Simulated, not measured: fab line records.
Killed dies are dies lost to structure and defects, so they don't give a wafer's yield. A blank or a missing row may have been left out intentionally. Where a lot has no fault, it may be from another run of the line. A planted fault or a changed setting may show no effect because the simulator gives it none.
Matching of chambers + flow n5-finfet + N5_GATE_CUT_ETCH_28 on rie-diel-06 has 4 sister chambers
The step etches underlayer in N2/H2, target depth 13 nm, time 10.4 s. 20 wafers are shown with their chamber, then 10 later ones without.

## EACH WAFER AND ITS CHAMBER
| wafer  | chamber | showerhead-plenum-p-Torr (Torr) | throttle-valve-pct (%) | drypump-motor-current-A (A) |
|--------|---------|---------------------------------|------------------------|-----------------------------|
| L074.4 | 1       | 2.37                            | 18.05                  | 5.6                         |
| L074.5 | 3       | 2.65                            | 17.68                  | 5.7                         |
| L074.6 | 0       | 2.67                            | 17.63                  | 5.9                         |
| L077.1 | 2       | 2.58                            | 18.11                  | 6.1                         |
| L077.3 | 0       | 2.67                            | 17.64                  | 5.9                         |
| L077.5 | 2       | 2.58                            | 18.12                  | 6.1                         |
| L078.2 | 0       | 2.67                            | 17.64                  | 5.9                         |
| L078.4 | 3       | 2.65                            | 17.70                  | 5.7                         |
| L078.5 | 0       | 2.67                            | 17.64                  | 5.9                         |
| L079.1 | 2       | 2.58                            | 18.12                  | 6.1                         |
| L079.2 | 1       | 2.37                            | 18.05                  | 5.5                         |
| L079.6 | 3       | 2.64                            | 17.71                  | 5.7                         |
| L081.3 | 1       | 2.37                            | 18.07                  | 5.5                         |
| L081.4 | 3       | 2.64                            | 17.72                  | 5.7                         |
| L081.5 | 1       | 2.37                            | 18.07                  | 5.6                         |
| L083.1 | 3       | 2.64                            | 17.71                  | 5.7                         |
| L083.5 | 2       | 2.57                            | 18.13                  | 6.1                         |
| L083.6 | 3       | 2.64                            | 17.71                  | 5.7                         |
| L084.1 | 0       | 2.66                            | 17.65                  | 5.9                         |
| L084.3 | 1       | 2.37                            | 18.08                  | 5.5                         |

SIGNATURES, as means of the wafers listed above
| reading                  | chamber 0 | chamber 1 | chamber 2 | chamber 3 | scatter within a chamber |
|--------------------------|-----------|-----------|-----------|-----------|--------------------------|
| showerhead-plenum-p-Torr | 2.6680    | 2.3700    | 2.5775    | 2.6433    | 0.00425                  |
| throttle-valve-pct       | 17.6400   | 18.0640   | 18.1200   | 17.7050   | 0.0114                   |
| drypump-motor-current-A  | 5.900     | 5.540     | 6.100     | 5.700     | 0.0274                   |
Rule: a wafer's distance from a chamber is the root of the sum, over the readings, of the square of ((its reading less the chamber's mean) divided by the reading's scatter). If the next closest chamber is less than 2 further off than the closest, the wafer can't be placed; otherwise it belongs to the closest. The scatter: take each reading less its chamber's mean, square it, sum over the shown wafers, divide by the number of wafers less the number of chambers, and take the root.

## WAFERS WITHOUT THEIR CHAMBER
| wafer  | showerhead-plenum-p-Torr (Torr) | throttle-valve-pct (%) | drypump-motor-current-A (A) |
|--------|---------------------------------|------------------------|-----------------------------|
| L084.6 | 2.57                            | 18.13                  | 6.1                         |
| L088.1 | 2.64                            | 17.74                  | 5.7                         |
| L088.2 | 2.36                            | 18.08                  | 5.6                         |
| L088.5 | 2.57                            | 18.15                  | 6.1                         |
| L089.1 | 2.57                            | 18.17                  | 6.1                         |
| L089.3 | 2.66                            | 17.68                  | 5.9                         |
| L089.4 | 2.36                            | 18.10                  | 5.5                         |
| L094.1 | 2.56                            | 18.16                  | 6.0                         |
| L094.5 | 2.65                            | 17.67                  | 5.9                         |
| L094.6 | 2.36                            | 18.11                  | 5.6                         |

## CHAMBER TAKEN BY EACH
| wafer  | from the rows above | in truth |
|--------|---------------------|----------|
| L084.6 | 2                   | 2        |
| L088.1 | 3                   | 3        |
| L088.2 | 1                   | 1        |
| L088.5 | 2                   | 2        |
| L089.1 | 2                   | 2        |
| L089.3 | 0                   | 0        |
| L089.4 | 1                   | 1        |
| L094.1 | 2                   | 2        |
| L094.5 | 0                   | 0        |
| L094.6 | 1                   | 1        |
Correctly placed: 10 of 10. From these rows, 0 cannot be placed. 0 placed wrongly.
